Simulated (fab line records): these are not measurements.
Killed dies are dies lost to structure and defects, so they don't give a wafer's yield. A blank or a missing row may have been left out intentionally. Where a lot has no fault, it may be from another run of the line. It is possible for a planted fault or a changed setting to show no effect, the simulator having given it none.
Split-lot study ; flow n5 finfet ; 21 wafers read across 7 lots, on a route 1938 steps long

## THE SPLIT ITSELF
At N5_HKMG_FIN_DESCUM_17 (chemistry O2, time 7.9 s), the setting time s was moved away from the recipe's 7.9 s on 8 of the 21 wafers read, by -14.6% to +13.6%. For the rest of the wafers, this setting stayed at what the recipe calls for.

Between the split and the reading, the file records no step.

## THE READING
CAR-ArF_of_HKMG_FIN_COAT_06.thk nm (the simulator's own value, which no gauge read), in nm, at N5_HKMG_FIN_ETCH_31 (etches SiARC in CF4, target depth 45.5 nm, time 75.8 s). The file gives no usual value for it. Here, 13 wafers ran the recipe; their average is 51.0 nm with a standard deviation of 0.19 nm.

wafer;tool, chamber at the split;time s as run, s;against the recipe;CAR-ArF_of_HKMG_FIN_COAT_06.thk nm, nm;against lot-mates on the recipe
L074.3;rie diel-01, 0,1;8.74;+10.6%;50.4;-0.8
L074.4;rie diel-01, 0,1;8.74;+10.6%;50.8;-0.4
L074.5;rie diel-01, 0;7.9;recipe;51.2;-
L076.1;rie diel-05, 2;7.9;recipe;51.2;-
L076.6;rie diel-05, 2;7.9;recipe;51.2;-
L076.4;rie diel-05, 3;7.9;recipe;50.8;-
L080.2;rie diel-05, 3,2;8.977;+13.6%;50.2;-0.6
L080.5;rie diel-05, 3,2;8.977;+13.6%;50.2;-0.6
L080.6;rie diel-05, 3;7.9;recipe;50.8;-
L081.3;rie diel-01, 3;7.9;recipe;50.8;-
L081.4;rie diel-01, 1;7.9;recipe;51;-
L081.6;rie diel-01, 0;8.752;+10.8%;50.4;-0.5
L088.1;rie diel-01, 1;7.9;recipe;50.6;-
L088.2;rie diel-01, 2;7.9;recipe;50.8;-
L088.5;rie diel-01, 2;7.9;recipe;51;-
L090.1;rie diel-04, 2;7.9;recipe;51;-
L090.4;rie diel-04, 0;6.746;-14.6%;52;+0.9
L090.6;rie diel-04, 2;7.9;recipe;51.2;-
L097.1;rie diel-04, 3;7.9;recipe;50.8;-
L097.2;rie diel-04, 0,1;8.604;+8.9%;50.2;-0.6
L097.5;rie diel-04, 0,1;8.604;+8.9%;50.2;-0.6
If several chambers appear in one row, that row covers several wafers at once and the file leaves open which wafer was in which chamber.

FIT RESULTS
A straight line over all 21 wafers: CAR-ArF_of_HKMG_FIN_COAT_06.thk nm changes by -0.059 nm for each +1% of time s; r = -0.89; the points scatter about the line by 0.21 nm.
The same after taking each lot's own level away (the mean of its wafers on the recipe; 21 wafers): -0.0542 nm for each +1%; r = -0.93; scatter 0.14 nm.
That fit puts the effect of the largest move of time s on the reading at 0.79 nm.
From 50.80 to 51.20 nm: that is the span of the lots' own levels, equal to 2.1 times the standard deviation above.
So the lot-to-lot level changes the slope little: the two slopes agree.
Check: +0.738 nm against its lot-mates is what the line predicts for one of the wafers moved furthest among these (-14.6%) when that wafer is left out of the fit. Against them it came out at +0.9 nm.

## THESE WAFERS: OTHER SPLITS
These wafers also went through other splits before the reading. Each is held against what the fit with the lots' levels taken away leaves over:
other split on the same wafers;wafers away from the commonest value;r with CAR-ArF_of_HKMG_FIN_COAT_06.thk nm (lot level and that fit taken away)
N5_SDB_COAT_05 spin rpm;8;+0.01
N5_HKMG_FIN_PEB_10 peb time s;7;-0.06

## THE WHOLE CHAIN: every reading that the file lists as answering this split, in the file's order
step;what it does;reading;change (the file's fit);r (the file's)
N5_HKMG_FIN_DESCUM_17;chemistry O2, time 7.9 s;CAR-ArF_of_HKMG_FIN_COAT_06.thk nm (the simulator's own value, which no gauge read);-0.0456 nm for each +1% of the setting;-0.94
N5_HKMG_FIN_ETCH_31;etches SiARC in CF4, target depth 45.5 nm, time 75.8 s;CAR-ArF_of_HKMG_FIN_COAT_06.thk nm (the simulator's own value, which no gauge read);-0.0543 nm for each +1% of the setting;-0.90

## THE FILE'S OWN FIT
CAR-ArF_of_HKMG_FIN_COAT_06.thk nm changes by -0.0543 nm for each +1% of time s, r = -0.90.
